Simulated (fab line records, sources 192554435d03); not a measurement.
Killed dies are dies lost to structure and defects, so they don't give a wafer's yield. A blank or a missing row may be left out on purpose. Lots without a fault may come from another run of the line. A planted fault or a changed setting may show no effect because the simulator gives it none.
Which tool did it? | flow n5_finfet | 24 lots, 72 wafers sampled, at 5 steps of a route of 1938

WHAT THE GAUGES READ, wafer by wafer
N5_BEOL_M12_CD_MEAS_17: target cd 140 nm. Usual: cd_nm 140.1 nm, standard deviation 1.7.
lot  | measured     | on        | cd_nm (nm)        | flag
L074 | day 10 03:49 | cd_sem-01 | 139.2 140.9 140.6 |
L076 | day 10 20:00 | cd_sem-01 | 141.6 138.3 141.9 |
L075 | day 10 21:28 | cd_sem-02 | 141.8 137.9 139.7 |
L079 | day 11 05:18 | cd_sem-03 | 140.7 138.2 141.4 |
L077 | day 11 05:28 | cd_sem-03 | 141.9 142.6 137.8 |
L078 | day 11 05:53 | cd_sem-02 | 141.6 141.9 141.8 |
L081 | day 11 22:56 | cd_sem-01 | 139.1 138.4 137.9 |
L080 | day 12 06:05 | cd_sem-03 | 142.1 143.4 141.7 |
L082 | day 12 07:43 | cd_sem-01 | 138.2 140.2 136.2 |
L084 | day 12 23:34 | cd_sem-02 | 143.0 140.1 140.5 |
L083 | day 13 03:07 | cd_sem-02 | 139.6 139.3 141.0 |
L085 | day 13 04:49 | cd_sem-02 | 138.2 142.2 139.3 |
L086 | day 13 10:29 | cd_sem-03 | 140.7 141.6 138.0 |
L088 | day 14 04:07 | cd_sem-03 | 139.2 136.2 138.6 |
L087 | day 14 04:32 | cd_sem-02 | 142.4 141.5 143.1 |
L089 | day 14 15:54 | cd_sem-02 | 141.4 140.6 138.0 |
L091 | day 14 17:55 | cd_sem-01 | 139.0 138.6 139.7 |
L093 | day 14 20:21 | cd_sem-03 | 141.4 140.6 142.2 |
L090 | day 14 20:41 | cd_sem-02 | 137.7 138.5 139.6 |
L092 | day 14 23:54 | cd_sem-03 | 140.3 142.5 142.5 |
L094 | day 15 14:17 | cd_sem-01 | 137.4 139.7 138.2 |
L095 | day 16 00:26 | cd_sem-03 | 140.9 143.0 142.0 |
L096 | day 16 01:01 | cd_sem-03 | 138.8 137.2 138.9 |
L097 | day 16 06:47 | cd_sem-01 | 138.9 140.0 139.9 |

N5_BEOL_M12_CD_MEAS_28: target cd 160.2 nm. Usual: cd_nm 161.4 nm, standard deviation 1.4.
lot  | measured     | on        | cd_nm (nm)        | flag
L074 | day 10 04:10 | cd_sem-02 | 161.0 161.5 161.4 |
L076 | day 10 20:27 | cd_sem-01 | 161.7 160.2 161.6 |
L075 | day 10 21:48 | cd_sem-03 | 161.1 161.0 162.2 |
L079 | day 11 05:38 | cd_sem-02 | 163.2 162.7 161.3 |
L077 | day 11 05:47 | cd_sem-01 | 159.5 159.0 161.4 |
L078 | day 11 06:20 | cd_sem-01 | 162.9 161.0 162.5 |
L081 | day 11 23:23 | cd_sem-01 | 164.1 159.8 163.0 |
L080 | day 12 06:24 | cd_sem-01 | 162.7 161.1 161.5 |
L082 | day 12 08:10 | cd_sem-02 | 160.1 160.3 162.5 |
L084 | day 13 00:01 | cd_sem-01 | 159.1 160.5 160.3 |
L083 | day 13 03:26 | cd_sem-03 | 160.4 160.9 161.1 |
L085 | day 13 05:16 | cd_sem-02 | 161.9 163.6 162.3 |
L086 | day 13 10:56 | cd_sem-02 | 162.0 163.3 162.4 |
L088 | day 14 04:26 | cd_sem-03 | 160.2 160.4 161.9 |
L087 | day 14 04:52 | cd_sem-01 | 161.9 161.1 162.4 |
L089 | day 14 16:13 | cd_sem-03 | 164.0 163.3 162.7 |
L091 | day 14 18:22 | cd_sem-02 | 164.2 160.9 160.7 |
L093 | day 14 20:41 | cd_sem-01 | 161.3 161.1 162.7 |
L090 | day 14 21:08 | cd_sem-03 | 160.7 160.9 159.9 |
L092 | day 15 00:13 | cd_sem-01 | 161.9 161.9 160.4 |
L094 | day 15 14:44 | cd_sem-01 | 159.9 160.4 161.6 |
L095 | day 16 00:53 | cd_sem-03 | 160.5 160.6 162.1 |
L096 | day 16 01:21 | cd_sem-01 | 157.8 160.1 160.3 |
L097 | day 16 07:14 | cd_sem-03 | 163.6 163.1 162.6 |

N5_BEOL_M13_INSPECT_12: inspects for defects (macro). Usual: raw_defect_count 2.0, standard deviation 1.4.
lot  | measured     | on                | raw_defect_count | flag
L074 | day 10 09:24 | defect_inspect-02 | 3 2 1            |
L076 | day 11 01:41 | defect_inspect-02 | 3 2 3            |
L075 | day 11 01:49 | defect_inspect-02 | 1 0 4            |
L079 | day 11 09:09 | defect_inspect-02 | 0 1 1            |
L077 | day 11 09:46 | defect_inspect-02 | 3 5 5            |
L078 | day 11 11:21 | defect_inspect-01 | 1 1 1            |
L081 | day 12 03:04 | defect_inspect-01 | 1 4 3            |
L080 | day 12 11:22 | defect_inspect-02 | 0 2 4            |
L082 | day 12 11:38 | defect_inspect-01 | 3 2 2            |
L084 | day 13 04:01 | defect_inspect-02 | 1 0 2            |
L083 | day 13 06:15 | defect_inspect-01 | 0 3 2            |
L085 | day 13 13:37 | defect_inspect-02 | 3 1 1            |
L086 | day 13 15:04 | defect_inspect-02 | 2 6 3            |
L088 | day 14 09:58 | defect_inspect-01 | 0 2 0            |
L087 | day 14 10:28 | defect_inspect-02 | 4 6 2            |
L089 | day 14 21:31 | defect_inspect-01 | 2 1 1            |
L091 | day 14 22:27 | defect_inspect-01 | 1 2 2            |
L093 | day 14 23:49 | defect_inspect-01 | 2 3 1            |
L090 | day 15 06:02 | defect_inspect-01 | 1 2 6            |
L092 | day 15 06:20 | defect_inspect-01 | 1 1 2            |
L094 | day 15 20:08 | defect_inspect-01 | 1 4 1            |
L095 | day 16 04:53 | defect_inspect-01 | 1 2 5            |
L096 | day 16 05:02 | defect_inspect-01 | 2 2 3            |
L097 | day 16 10:55 | defect_inspect-01 | 2 4 0            |

WHICH TOOL RAN EACH LOT (tool, then ch and the chambers of the sampled wafers, then the start)
lot  | N5_BEOL_M12_STRIP_64                 | N5_BEOL_M12_SPUTTER_45
L074 | plasma_asher-02 ch 0,1, day 10 03:40 | pvd_sputter-03, day 10 07:42
L076 | plasma_asher-01 ch 1, day 10 19:51   | pvd_sputter-01, day 10 23:59
L075 | plasma_asher-02 ch 0,1, day 10 21:20 | pvd_sputter-02, day 11 00:12
L079 | plasma_asher-02 ch 0,1, day 11 05:09 | pvd_sputter-01, day 11 07:31
L077 | plasma_asher-02 ch 0,1, day 11 05:19 | pvd_sputter-01, day 11 08:04
L078 | plasma_asher-01 ch 0,1, day 11 05:44 | pvd_sputter-02, day 11 09:41
L081 | plasma_asher-01 ch 0,1, day 11 22:47 | pvd_sputter-03, day 12 01:23
L080 | plasma_asher-01 ch 0,1, day 12 05:56 | pvd_sputter-02, day 12 09:41
L082 | plasma_asher-01 ch 0, day 12 07:34   | pvd_sputter-03, day 12 10:05
L084 | plasma_asher-01 ch 0,1, day 12 23:25 | pvd_sputter-02, day 13 02:18
L083 | plasma_asher-02 ch 0,1, day 13 02:58 | pvd_sputter-01, day 13 04:40
L085 | plasma_asher-01 ch 0,1, day 13 04:41 | pvd_sputter-03, day 13 11:55
L086 | plasma_asher-02 ch 0,1, day 13 10:21 | pvd_sputter-03, day 13 13:23
L088 | plasma_asher-02 ch 0,1, day 14 03:58 | pvd_sputter-02, day 14 08:17
L087 | plasma_asher-02 ch 0,1, day 14 04:23 | pvd_sputter-02, day 14 08:36
L089 | plasma_asher-02 ch 0,1, day 14 15:40 | pvd_sputter-03, day 14 19:31
L091 | plasma_asher-01 ch 0,1, day 14 17:47 | pvd_sputter-01, day 14 20:46
L093 | plasma_asher-01 ch 0,1, day 14 20:13 | pvd_sputter-01, day 14 22:19
L090 | plasma_asher-02 ch 0,1, day 14 20:32 | pvd_sputter-01, day 15 04:10
L092 | plasma_asher-02 ch 0,1, day 14 23:45 | pvd_sputter-01, day 15 04:39
L094 | plasma_asher-02 ch 0,1, day 15 14:08 | pvd_sputter-02, day 15 18:08
L095 | plasma_asher-02 ch 0,1, day 16 00:17 | pvd_sputter-03, day 16 03:20
L096 | plasma_asher-01 ch 0,1, day 16 00:53 | pvd_sputter-02, day 16 03:20
L097 | plasma_asher-02 ch 0,1, day 16 06:38 | pvd_sputter-01, day 16 09:02
- N5_BEOL_M12_STRIP_64: strips in N2/H2.
- N5_BEOL_M12_SPUTTER_45: material Cu, target thk 80 nm, time 13.33 s.

WHAT THE TOOLS THEMSELVES READ (means of the sampled wafers that have a number; where no wafer has one, the mark that the record gives instead)
N5_BEOL_M12_STRIP_64. Usual: drypump_motor_current_A 5.7 A, standard deviation 0.33; heater_power_w 353 W, standard deviation 37; oes_product_au 0.716 a.u., standard deviation 0.0043; strip_time_to_endpoint_s 31.32 s, standard deviation 0.071.
lot  | tool            | drypump_motor_current_A (A) | heater_power_w (W) | oes_product_au (a.u.) | strip_time_to_endpoint_s (s) | flag
L074 | plasma_asher-02 | 5.7                         | 378                | 0.716                 | 31.30                        |
L076 | plasma_asher-01 | 6.2                         | 321                | 0.715                 | 31.43                        |
L075 | plasma_asher-02 | 5.8                         | 341                | 0.715                 | 31.20                        |
L079 | plasma_asher-02 | 5.7                         | 378                | 0.720                 | 31.27                        |
L077 | plasma_asher-02 | 5.8                         | 345                | 0.715                 | 31.36                        |
L078 | plasma_asher-01 | 5.5                         | 353                | 0.717                 | 31.36                        |
L081 | plasma_asher-01 | 5.9                         | 334                | 0.715                 | 31.37                        |
L080 | plasma_asher-01 | 5.5                         | 347                | 0.717                 | 31.25                        |
L082 | plasma_asher-01 | 5.2                         | 367                | 0.715                 | 31.25                        |
L084 | plasma_asher-01 | 5.5                         | 349                | 0.714                 | 31.33                        |
L083 | plasma_asher-02 | 5.7                         | 375                | 0.719                 | 31.31                        |
L085 | plasma_asher-01 | 5.5                         | 351                | 0.721                 | 31.28                        |
L086 | plasma_asher-02 | 5.7                         | 375                | 0.715                 | 31.45                        |
L088 | plasma_asher-02 | 5.7                         | 376                | 0.714                 | 31.35                        |
L087 | plasma_asher-02 | 5.8                         | 349                | 0.720                 | 31.28                        |
L089 | plasma_asher-02 | 5.7                         | 371                | 0.713                 | 31.40                        |
L091 | plasma_asher-01 | 5.9                         | 333                | 0.717                 | 31.29                        |
L093 | plasma_asher-01 | 5.9                         | 335                | 0.712                 | 31.28                        |
L090 | plasma_asher-02 | 5.7                         | 375                | 0.717                 | 31.33                        |
L092 | plasma_asher-02 | 5.7                         | 376                | 0.722                 | 31.32                        |
L094 | plasma_asher-02 | 5.8                         | 347                | 0.722                 | 31.36                        |
L095 | plasma_asher-02 | 5.7                         | 373                | 0.716                 | 31.33                        |
L096 | plasma_asher-01 | 5.9                         | 330                | 0.716                 | 31.36                        |
L097 | plasma_asher-02 | 5.7                         | 381                | 0.714                 | 31.24                        |

N5_BEOL_M12_SPUTTER_45. Usual: substrate_temp_c -19.99 C, standard deviation 0.11; throttle_valve_pct 30.5 %, standard deviation 0.87.
lot  | tool           | substrate_temp_c (C) | throttle_valve_pct (%) | flag
L074 | pvd_sputter-03 | -20.06               | 29.5                   |
L076 | pvd_sputter-01 | -20.07               | 30.9                   |
L075 | pvd_sputter-02 | -20.09               | 29.7                   |
L079 | pvd_sputter-01 | -20.01               | 31.3                   |
L077 | pvd_sputter-01 | -19.93               | 30.7                   |
L078 | pvd_sputter-02 | -19.96               | 30.5                   |
L081 | pvd_sputter-03 | -19.94               | 30.3                   |
L080 | pvd_sputter-02 | -20.00               | 30.0                   |
L082 | pvd_sputter-03 | -20.01               | 30.1                   |
L084 | pvd_sputter-02 | -20.02               | 30.3                   |
L083 | pvd_sputter-01 | -20.03               | 31.0                   |
L085 | pvd_sputter-03 | -20.01               | 29.6                   |
L086 | pvd_sputter-03 | -19.99               | 30.3                   |
L088 | pvd_sputter-02 | -19.97               | 30.2                   |
L087 | pvd_sputter-02 | -20.04               | 29.8                   |
L089 | pvd_sputter-03 | -20.03               | 30.8                   |
L091 | pvd_sputter-01 | -19.95               | 30.8                   |
L093 | pvd_sputter-01 | -19.91               | 30.8                   |
L090 | pvd_sputter-01 | -19.93               | 30.7                   |
L092 | pvd_sputter-01 | -19.98               | 30.9                   |
L094 | pvd_sputter-02 | -20.01               | 30.7                   |
L095 | pvd_sputter-03 | -19.92               | 30.9                   |
L096 | pvd_sputter-02 | -20.10               | 30.4                   |
L097 | pvd_sputter-01 | -19.93               | 31.3                   |

THE ANSWER, worked out from the rows above alone
Rule: a lot is off if the mean of its wafers that have a number lies more than 3 standard deviations from the usual mean. A lot without any number at a reading at which 4 lots or more have one is off too. The other lots that the step has rows for count as sound. The gauges are gone through in route order, then the tools' own readings, and for those a lot's mean is taken as printed above. The first step at which some lot is off is used, and at that step the reading that is off furthest; a lot without a number counts as furthest.
No lot is off at any reading shown: from this, nothing can be told.

WHAT THE SIMULATOR HAD PUT IN
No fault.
